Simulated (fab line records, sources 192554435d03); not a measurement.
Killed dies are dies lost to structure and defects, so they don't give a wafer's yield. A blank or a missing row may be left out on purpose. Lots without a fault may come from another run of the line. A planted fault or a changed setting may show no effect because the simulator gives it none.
Which tool did it? | flow n5_finfet | 24 lots, 72 wafers sampled, at 2 steps of a route of 1938

WHAT THE GAUGES READ, wafer by wafer
N5_BEOL_M4_CD_MEAS_18: pitch 36 nm, target cd 18 nm.
lot  | measured     | on        | cd_nm (nm)
L074 | day 7 11:49  | cd_sem-01 | 17.9 18.0 18.3
L075 | day 8 02:34  | cd_sem-01 | 18.0 18.3 17.5
L076 | day 8 04:42  | cd_sem-01 | 17.4 17.6 17.8
L077 | day 8 05:06  | cd_sem-03 | 18.0 17.9 18.4
L078 | day 8 12:28  | cd_sem-03 | 18.0 18.0 17.8
L079 | day 8 19:12  | cd_sem-01 | 17.9 17.6 17.1
L080 | day 9 05:15  | cd_sem-01 | 17.8 18.1 18.0
L082 | day 9 10:05  | cd_sem-02 | 18.0 17.8 17.9
L081 | day 9 12:52  | cd_sem-02 | 18.0 17.8 17.7
L083 | day 9 16:37  | cd_sem-02 | 17.9 17.7 17.5
L084 | day 9 17:59  | cd_sem-03 | 18.0 17.4 18.4
L085 | day 10 05:27 | cd_sem-01 | 17.7 17.4 18.0
L086 | day 10 19:13 | cd_sem-02 | 18.2 18.1 18.2
L088 | day 10 21:02 | cd_sem-03 | 17.7 18.0 18.1
L087 | day 10 21:07 | cd_sem-02 | 17.9 18.0 18.2
L089 | day 11 15:23 | cd_sem-03 | 17.5 17.9 18.3
L090 | day 11 21:26 | cd_sem-03 | 18.0 17.9 17.5
L091 | day 12 00:27 | cd_sem-03 | 17.7 17.4 17.6
L093 | day 12 03:47 | cd_sem-03 | 18.0 18.2 17.8
L092 | day 12 04:40 | cd_sem-03 | 17.6 18.5 17.6
L094 | day 12 12:21 | cd_sem-02 | 17.9 17.8 17.8
L095 | day 12 14:52 | cd_sem-03 | 18.0 18.1 18.3
L097 | day 13 05:31 | cd_sem-02 | 17.7 17.8 17.8
L096 | day 13 07:10 | cd_sem-01 | 18.6 18.3 18.3

WHICH TOOL RAN EACH LOT (tool, then ch and the chambers of the sampled wafers, then the start)
lot  | N5_BEOL_M4_PECVD_72
L074 | pecvd-04 ch 0,1, day 7 10:00
L075 | pecvd-04 ch 0,1, day 8 00:20
L076 | pecvd-04 ch 0,1,2, day 8 00:58
L077 | pecvd-01 ch 0,2, day 8 02:12
L078 | pecvd-01 ch 0,2, day 8 10:59
L079 | pecvd-04 ch 0,1,2, day 8 17:33
L080 | pecvd-04 ch 0,2, day 9 03:24
L082 | pecvd-03 ch 0,2, day 9 08:04
L081 | pecvd-01 ch 0,1, day 9 10:26
L083 | pecvd-01 ch 0,1, day 9 13:34
L084 | pecvd-04 ch 1,2, day 9 16:29
L085 | pecvd-04 ch 0,1, day 10 03:35
L086 | pecvd-03 ch 0,1,2, day 10 17:07
L088 | pecvd-03 ch 0,1,2, day 10 18:56
L087 | pecvd-03 ch 0,1,2, day 10 19:27
L089 | pecvd-03 ch 0,1,2, day 11 11:14
L090 | pecvd-01 ch 0,1,2, day 11 20:02
L091 | pecvd-03 ch 0,1,2, day 11 21:13
L093 | pecvd-03 ch 1,2, day 12 01:10
L092 | pecvd-01 ch 1,2, day 12 01:16
L094 | pecvd-03 ch 0,1,2, day 12 08:31
L095 | pecvd-04 ch 0,1,2, day 12 12:12
L097 | pecvd-01 ch 0,2, day 13 03:40
L096 | pecvd-04 ch 0,1,2, day 13 05:47
- N5_BEOL_M4_PECVD_72: deposits SiO2 from TEOS/O2, target thk 16 nm, time 18 s.

WHAT THE TOOLS THEMSELVES READ (means of the sampled wafers that have a number; where no wafer has one, the mark that the record gives instead)
N5_BEOL_M4_PECVD_72.
lot  | tool     | heater_power_w (W) | showerhead_plenum_p_Torr (Torr) | throttle_valve_pct (%)
L074 | pecvd-04 | 598                | 8.74                            | 23.7
L075 | pecvd-04 | 624                | 8.73                            | 23.7
L076 | pecvd-04 | 646                | 8.79                            | 23.2
L077 | pecvd-01 | 749                | 8.79                            | 22.7
L078 | pecvd-01 | 701                | 8.79                            | 22.8
L079 | pecvd-04 | 605                | 8.80                            | 23.2
L080 | pecvd-04 | 637                | 8.81                            | 22.8
L082 | pecvd-03 | 684                | 8.85                            | 22.0
L081 | pecvd-01 | 712                | 8.79                            | 22.5
L083 | pecvd-01 | 619                | 8.78                            | 22.8
L084 | pecvd-04 | 645                | 8.74                            | 23.6
L085 | pecvd-04 | 611                | 8.78                            | 23.4
L086 | pecvd-03 | 689                | 8.81                            | 22.0
L088 | pecvd-03 | 698                | 8.82                            | 21.9
L087 | pecvd-03 | 685                | 8.80                            | 22.0
L089 | pecvd-03 | 656                | 8.81                            | 22.2
L090 | pecvd-01 | 739                | 8.83                            | 22.2
L091 | pecvd-03 | 714                | 8.82                            | 22.2
L093 | pecvd-03 | 669                | 8.78                            | 22.3
L092 | pecvd-01 | 663                | 8.84                            | 21.6
L094 | pecvd-03 | 683                | 8.82                            | 22.2
L095 | pecvd-04 | 589                | 8.78                            | 23.3
L097 | pecvd-01 | 665                | 8.82                            | 21.7
L096 | pecvd-04 | 645                | 8.79                            | 23.3

THE ANSWER, worked out from the rows above alone
Rule: what is usual is taken from the lots themselves. Put in order of their means at a reading, lots are off if they are a third of the lots or fewer, leave a main group of 4 or more, and stand apart from it by a gap of 3 or more times the standard deviation of the main group's means; of several such gaps the widest counts. A main group whose means are all the same, to the digits that the tables above print for the reading, isn't used. A lot without any number at a reading at which 4 lots or more have one is off too. The other lots that the step has rows for count as sound. The gauges are gone through in route order, then the tools' own readings, and for those a lot's mean is taken as printed above. The first step at which some lot is off is used, and at that step the reading that is off furthest; a lot without a number counts as furthest.
No lot is off at any reading shown: from this, nothing can be told.

WHAT THE SIMULATOR HAD PUT IN
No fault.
